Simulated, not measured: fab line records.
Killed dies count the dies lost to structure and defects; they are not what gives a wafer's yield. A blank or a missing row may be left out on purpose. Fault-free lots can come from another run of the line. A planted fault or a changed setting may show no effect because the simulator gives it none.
Matching of chambers :: flow n5Finfet :: N5_BEOL_M10_ILD_DEP_00 on pecvd-03 has 3 sister chambers
The step deposits SiCOH lowk from DEMS/porogen, target thk 308.51 nm, time 58 s. 3 wafers are shown with their chamber, then 8 later ones without.

WAFERS, EACH WITH ITS CHAMBER
wafer: L175.4
chamber: 0
throttleValvePct (%): 13.2

wafer: L175.5
chamber: 1
throttleValvePct (%): 13.7

wafer: L183.1
chamber: 2
throttleValvePct (%): 12.1

WAFERS WITHOUT THEIR CHAMBER
wafer: L183.2
throttleValvePct (%): 13.0

wafer: L183.3
throttleValvePct (%): 14.0

wafer: L186.1
throttleValvePct (%): 13.3

wafer: L186.4
throttleValvePct (%): 13.8

wafer: L186.5
throttleValvePct (%): 12.4

wafer: L188.2
throttleValvePct (%): 12.0

wafer: L188.3
throttleValvePct (%): 13.6

wafer: L188.6
throttleValvePct (%): 12.3

THE CHAMBER EACH PASSED THROUGH
wafer: L183.2
from the rows above: 0
in truth: 0

wafer: L183.3
from the rows above: 1
in truth: 1

wafer: L186.1
from the rows above: can't be placed: 0 or 1
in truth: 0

wafer: L186.4
from the rows above: 1
in truth: 1

wafer: L186.5
from the rows above: 2
in truth: 2

wafer: L188.2
from the rows above: 2
in truth: 2

wafer: L188.3
from the rows above: can't be placed: 1 or 0
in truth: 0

wafer: L188.6
from the rows above: 2
in truth: 2
Correct placement for 6 of the 8. From these rows, 2 cannot be placed; in 2 the true chamber is one of the candidates. Wrongly placed: 0.
How it was worked out, from the rows above alone: a wafer's distance from a chamber is the root of the sum, over the readings, of the square of ((its reading less the chamber's mean) divided by the reading's scatter). The wafer belongs to the nearest chamber; if the next one is less than 2 further off, it can't be placed. For every chamber, the mean is computed from those of its wafers that are shown. The scatter: with one shown wafer a chamber, the root of the mean of the squares of how far each hidden wafer lies from its nearest shown one.
